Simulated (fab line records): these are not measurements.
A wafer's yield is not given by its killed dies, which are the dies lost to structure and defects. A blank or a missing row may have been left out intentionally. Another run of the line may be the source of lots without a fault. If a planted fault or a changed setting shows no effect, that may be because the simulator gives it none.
Matching of chambers :: flow nand harc :: 4 sister chambers for NHARC_P_M2_CMP_23 on cmp-04
The step polishes, t overpolish 20 s, target thk 144.3 nm. 4 wafers are shown with their chamber, then 9 later ones without.

## WAFERS, EACH WITH ITS CHAMBER
wafer: L087.2
chamber: 3
motor current A (A): 10.3

wafer: L086.1
chamber: 1
motor current A (A): 11.7

wafer: L086.3
chamber: 0
motor current A (A): 10.3

wafer: L086.5
chamber: 2
motor current A (A): 12.6

## WAFERS WITHOUT THEIR CHAMBER
wafer: L092.1
motor current A (A): 10.9

wafer: L092.3
motor current A (A): 12.8

wafer: L092.4
motor current A (A): 11.9

wafer: L091.4
motor current A (A): 12.5

wafer: L091.5
motor current A (A): 11.4

wafer: L091.6
motor current A (A): 10.4

wafer: L095.3
motor current A (A): 12.6

wafer: L095.5
motor current A (A): 11.8

wafer: L095.6
motor current A (A): 11.9

## THE CHAMBER EACH PASSED THROUGH
wafer: L092.1
from the rows above: can't be placed: 0 or 3 or 1
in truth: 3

wafer: L092.3
from the rows above: 2
in truth: 2

wafer: L092.4
from the rows above: can't be placed: 1 or 2
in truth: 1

wafer: L091.4
from the rows above: 2
in truth: 2

wafer: L091.5
from the rows above: 1
in truth: 1

wafer: L091.6
from the rows above: can't be placed: 0 or 3
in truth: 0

wafer: L095.3
from the rows above: 2
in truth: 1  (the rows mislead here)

wafer: L095.5
from the rows above: 1
in truth: 1

wafer: L095.6
from the rows above: can't be placed: 1 or 2
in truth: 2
4 of 9 placed correctly. Unplaceable from these rows: 4, with the true chamber sitting among the candidates in 4. 1 placed wrongly.
How it was worked out, from the rows above alone: a wafer's distance from a chamber is the root of the sum, over the readings, of the square of ((its reading less the chamber's mean) divided by the reading's scatter). The wafer belongs to the nearest chamber; if the next one is less than 2 further off, it can't be placed. Each chamber's mean is taken over the wafers shown for it. The scatter: with one shown wafer a chamber, the root of the mean of the squares of how far each hidden wafer lies from its nearest shown one.
